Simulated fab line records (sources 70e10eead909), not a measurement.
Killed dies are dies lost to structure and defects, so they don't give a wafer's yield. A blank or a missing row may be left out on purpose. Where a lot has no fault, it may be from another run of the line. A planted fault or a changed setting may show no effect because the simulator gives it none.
Struck lot and sound lot, side by side ; flow nandHarc ; 14 out of 1302 route steps
Sound: these wafers, L597.1, L597.5, L597.6. Struck: wafers L617.2, L617.5, L617.6. Last of all comes the cause.
At each step with rows: each side's tool, then ch and its chambers, then its first start. Under that, the readings that differ: sound wafers ; struck wafers ; difference of the means ; sigmas: that difference in standard deviations of wafers without a fault.
alike: same words and numbers on both sides, and readings whose means sit less than 2 such deviations apart. not compared: any withheld reading, any reading some wafer has no value for, any bound like >300 that may hide the same value, and any number with overlapping values for which the record gives no deviation.
The two part at a step that has a row with sigmas, a row that says differs or no value, or rows on one side only. Numbers that don't overlap but have no deviation are shown without sigmas and don't part them. A reading that every wafer of one side lacks parts them only if that side has two wafers or more.

NHARC_P_M0_CMP_23: polishes, t overpolish 20 s, target thk 117.54 nm.
  sound on cmp-04 ch 0,2,3, day 6 08:02; struck on cmp-02 ch 1,2,3, day 14 18:19
reading;sound;struck;difference;sigmas
timeToEndpointS (s);21 22 24;33 31 25;+7;+2
  alike: motorCurrentA
NHARC_P_M0_THK_MEAS_24: measures by xrf.
  sound on filmMetro-01 at day 6 08:18; struck on filmMetro-02 at day 14 18:32
  alike: thkNm
then, 1 step without rows for these wafers: NHARC_P_M0_SRD_25.
NHARC_P_M0_INSPECT_27:
  sound on defectInspect-01 at day 6 08:28; struck on defectInspect-02 at day 14 18:42
  alike: rawDefectCount
NHARC_P_M0_PRE_CLEAN_31: time 12 s.
  sound on pecvd-04 ch 1,2, day 6 08:33; struck on pecvd-02 ch 0,2, day 14 18:47
  alike: heaterPowerW
NHARC_P_M0_DEP_32: deposits SiCN, target thk 30 nm.
  sound on pecvd-04 ch 1,2, day 6 08:41; struck on pecvd-02 ch 0,2, day 14 18:56
  alike: heaterPowerW
then, 5 steps without rows for these wafers: NHARC_P_M1_DEP_00 (deposits SiOC, target thk 182.5 nm); NHARC_P_M1_DEHYDRATE_01 (time 120 s); NHARC_P_M1_HMDS_02 (time 30 s); NHARC_P_M1_COAT_34 (time 65 s); NHARC_P_M1_COAT_03 (resist thk 90 nm).
NHARC_P_M1_SOFTBAKE_04: time 55 s.
  sound on lithoTrack-01 ch 0, day 6 09:00; struck on lithoTrack-06 ch 0, day 14 19:00
reading;sound;struck;difference;sigmas
heaterPowerTotalW (W);188.39 188.31 188.30;176.59 176.52 176.85;-11.68;-90
then, 1 step without rows for these wafers: NHARC_P_M1_EBR_05.
-- break in the record here, with 19 days between the starts of the struck wafers on either side (left off in module P_M1, picked up again in module END, where the first step shown is number 1302 on the route) --
NHARC_END_SORT_01:
  sound on prober-02 ch 0, day 24 16:50; struck on prober-02 ch 0, day 33 21:33
  alike: defectLimitedYield, killedAtArray, killedAtOther, killedAtPeriphery, killedDies, killedOpen, killedShort, sort_bin_2_pct, sort_bin_3_pct, sort_bin_4_pct, sortNPass, sortRimYieldPct, sortYieldPct

== WHERE THEY PART ==
At NHARC_P_M0_CMP_23 first; at NHARC_P_M1_SOFTBAKE_04 last (within this record only). Later steps at which nothing parts them and some readings are alike: NHARC_END_SORT_01.

WHY: the cause the simulator had injected
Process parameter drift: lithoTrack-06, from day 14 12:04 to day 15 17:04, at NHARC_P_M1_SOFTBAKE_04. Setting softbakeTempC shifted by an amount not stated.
